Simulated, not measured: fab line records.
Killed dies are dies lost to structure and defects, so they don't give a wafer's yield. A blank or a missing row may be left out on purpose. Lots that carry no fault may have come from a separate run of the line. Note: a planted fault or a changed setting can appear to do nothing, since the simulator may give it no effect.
Which of the tools did it?	flow n5 finfet	10 lots with 30 wafers sampled at 6 steps, on a route of 1938 steps

== WHAT THE GAUGES SHOWED, per wafer ==
N5_BEOL_M7_RS_MEAS_57: measurement is done with a four-point probe.
lot	measured	on	M7_RS (ohm/sq)
L332	day 10 03:42	film metro-02	0.295 0.281 0.285
L331	day 10 10:49	film metro-01	0.279 0.299 0.287
L333	day 10 11:20	film metro-02	0.281 0.296 0.270
L334	day 11 05:31	film metro-01	0.277 0.283 0.290
L335	day 11 08:27	film metro-02	0.289 0.280 0.295
L346	day 13 06:19	film metro-01	0.283 0.272 0.273
L345	day 13 12:04	film metro-02	0.300 0.290 0.287
L347	day 14 01:49	film metro-02	0.286 0.281 0.279
L348	day 14 09:55	film metro-01	0.288 0.276 0.294
L350	day 15 02:19	film metro-01	0.275 0.285 0.287

N5_BEOL_M7_INSPECT_58: inspects for defects (darkfield).
lot	measured	on	raw defect count
L332	day 10 03:44	defect inspect-02	51 48 56
L331	day 10 10:50	defect inspect-01	59 37 45
L333	day 10 11:22	defect inspect-02	70 82 118
L334	day 11 05:33	defect inspect-02	380 63 59
L335	day 11 08:29	defect inspect-01	85 361 32
L346	day 13 06:21	defect inspect-01	81 88 73
L345	day 13 12:05	defect inspect-02	84 51 89
L347	day 14 01:50	defect inspect-02	61 42 53
L348	day 14 09:56	defect inspect-02	79 66 65
L350	day 15 02:20	defect inspect-01	32 60 36

N5_BEOL_M8_INSPECT_13: inspects for defects (brightfield).
lot	measured	on	raw defect count
L332	day 10 07:53	defect inspect-01	357 415 369
L331	day 10 14:40	defect inspect-01	239 189 212
L333	day 10 15:01	defect inspect-01	506 429 440
L334	day 11 08:34	defect inspect-02	752 581 519
L335	day 11 10:20	defect inspect-02	411 643 525
L346	day 13 07:58	defect inspect-01	354 435 369
L345	day 13 14:31	defect inspect-02	545 374 701
L347	day 14 07:40	defect inspect-02	463 385 422
L348	day 14 12:11	defect inspect-01	289 297 318
L350	day 15 04:25	defect inspect-01	272 391 307

== TOOL THAT RAN EACH LOT (tool first, then ch and the chambers of the sampled wafers, then the start) ==
lot	N5_BEOL_M7_STRIP_80	N5_BEOL_M7_PRE_CLEAN_45	N5_BEOL_M7_DEP_56
L332	rie diel-05 ch 1,2,3, day 10 01:46 or earlier	pvd sputter-01, day 10 01:46	pecvd-03 ch 0,1, day 10 03:38
L331	rie diel-03 ch 0,2,3, day 10 08:27 or earlier	pvd sputter-03, day 10 08:27	pecvd-02 ch 0,1, day 10 10:44
L333	rie diel-02 ch 0,2,3, day 10 08:58 or earlier	pvd sputter-02, day 10 08:58	pecvd-02 ch 0,1, day 10 11:14
L334	rie diel-03 ch 0,1, day 11 01:48 or earlier	pvd sputter-01, day 11 01:48	pecvd-02 ch 0,1,2, day 11 05:28
L335	rie diel-02 ch 0,1,3, day 11 06:38 or earlier	pvd sputter-01, day 11 06:38	pecvd-02 ch 0,2, day 11 08:23
L346	rie diel-02 ch 0,1,3, day 13 04:34 or earlier	pvd sputter-02, day 13 04:34	pecvd-04 ch 0,1,2, day 13 06:15
L345	rie diel-05 ch 0,1, day 13 10:22 or earlier	pvd sputter-01, day 13 10:22	pecvd-04 ch 0,1, day 13 11:59
L347	rie diel-03 ch 0,2, day 14 00:16 or earlier	pvd sputter-03, day 14 00:16	pecvd-03 ch 0,1,2, day 14 01:44
L348	rie diel-03 ch 0,1,2, day 14 07:45 or earlier	pvd sputter-02, day 14 07:45	pecvd-04 ch 1,2, day 14 09:50
L350	rie diel-03 ch 0,1,2, day 14 23:19 or earlier	pvd sputter-03, day 14 23:19	pecvd-04 ch 0,1,2, day 15 02:14
- N5_BEOL_M7_STRIP_80: strips in N2/H2, time 10 s.
- N5_BEOL_M7_PRE_CLEAN_45: time 30 s.
- N5_BEOL_M7_DEP_56: deposits SiCN from 3MS/NH3, target thk 10 nm, time 17.5 s.

== AS READ BY THE TOOLS THEMSELVES (means over the sampled wafers that have a number; for cases with no such wafer, the mark the record gives instead) ==
N5_BEOL_M7_STRIP_80.
lot	tool	drypump motor current A (A)	oes product au (a.u.)	rf vpp V (V)	showerhead plenum p Torr (Torr)	temp c (C)	throttle valve pct (%)
L332	rie diel-05	6.0	0.78	58.7	2.54	40.05	23.5
L331	rie diel-03	5.9	0.77	59.9	2.54	40.02	23.7
L333	rie diel-02	5.8	0.77	59.7	2.52	39.93	23.7
L334	rie diel-03	5.0	0.85	60.1	2.55	40.05	23.5
L335	rie diel-02	5.5	0.80	59.1	2.49	40.06	23.8
L346	rie diel-02	5.5	0.78	58.4	2.49	40.06	23.8
L345	rie diel-05	5.8	0.89	58.9	2.53	40.11	23.4
L347	rie diel-03	5.6	0.89	59.7	2.54	39.87	23.4
L348	rie diel-03	5.3	0.85	59.1	2.54	40.00	23.5
L350	rie diel-03	5.3	0.84	59.0	2.54	40.07	23.5

N5_BEOL_M7_PRE_CLEAN_45.
lot	tool	heater power w (W)	susceptor temp C (C)
L332	pvd sputter-01	312	250.02
L331	pvd sputter-03	326	250.12
L333	pvd sputter-02	328	249.94
L334	pvd sputter-01	313	249.97
L335	pvd sputter-01	327	250.00
L346	pvd sputter-02	323	249.95
L345	pvd sputter-01	329	249.96
L347	pvd sputter-03	342	249.96
L348	pvd sputter-02	336	249.75
L350	pvd sputter-03	328	250.04

N5_BEOL_M7_DEP_56.
lot	tool	showerhead plenum p Torr (Torr)	throttle valve pct (%)
L332	pecvd-03	3.679	8.7
L331	pecvd-02	3.666	9.5
L333	pecvd-02	3.663	9.5
L334	pecvd-02	3.664	9.3
L335	pecvd-02	3.665	9.1
L346	pecvd-04	3.665	9.2
L345	pecvd-04	3.670	9.1
L347	pecvd-03	3.679	8.7
L348	pecvd-04	3.661	9.7
L350	pecvd-04	3.663	9.4

== THE ANSWER, worked out from the rows above alone ==
Rule: what is usual is taken from the lots themselves. Put in order of their means at a reading, lots are off if they are a third of the lots or fewer, leave a main group of 4 or more, and stand apart from it by a gap of 3 or more times the standard deviation of the main group's means; of several such gaps the widest counts. A main group whose means are all the same, to the digits that the tables above print for the reading, isn't used. Also off: a lot with no number at a reading for which 4 or more lots have one. Where the step has rows for the other lots, those lots are counted as sound. After the gauges, taken in route order, come the tools' own readings; for these a lot's mean is taken, as printed above. At the first step where some lot is off, the reading lying furthest off is the one used; lots without a number count as furthest.
Off: L334, L335, at N5_BEOL_M7_INSPECT_58 (raw defect count). Mean 64 and standard deviation 16 in the main group.
A tool fits if, at a process step before that reading, it ran every lot that is off, and no sound lot after the first of them. Gauges at N5_BEOL_M7_INSPECT_58: tried the same way as those tools. With no start given for some of its lots, N5_BEOL_M7_STRIP_80 uses the hours and lot order of N5_BEOL_M7_PRE_CLEAN_45. One candidate fits, namely pecvd-02 at N5_BEOL_M7_DEP_56. A fault onset in the window from L333 (day 10 11:14, its last sound lot) to L334 (day 11 05:28, its first lot off) fits.

== WHAT THE SIMULATOR PUT IN ==
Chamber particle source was pecvd-02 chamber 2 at N5_BEOL_M7_DEP_56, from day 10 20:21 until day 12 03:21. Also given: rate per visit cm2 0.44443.
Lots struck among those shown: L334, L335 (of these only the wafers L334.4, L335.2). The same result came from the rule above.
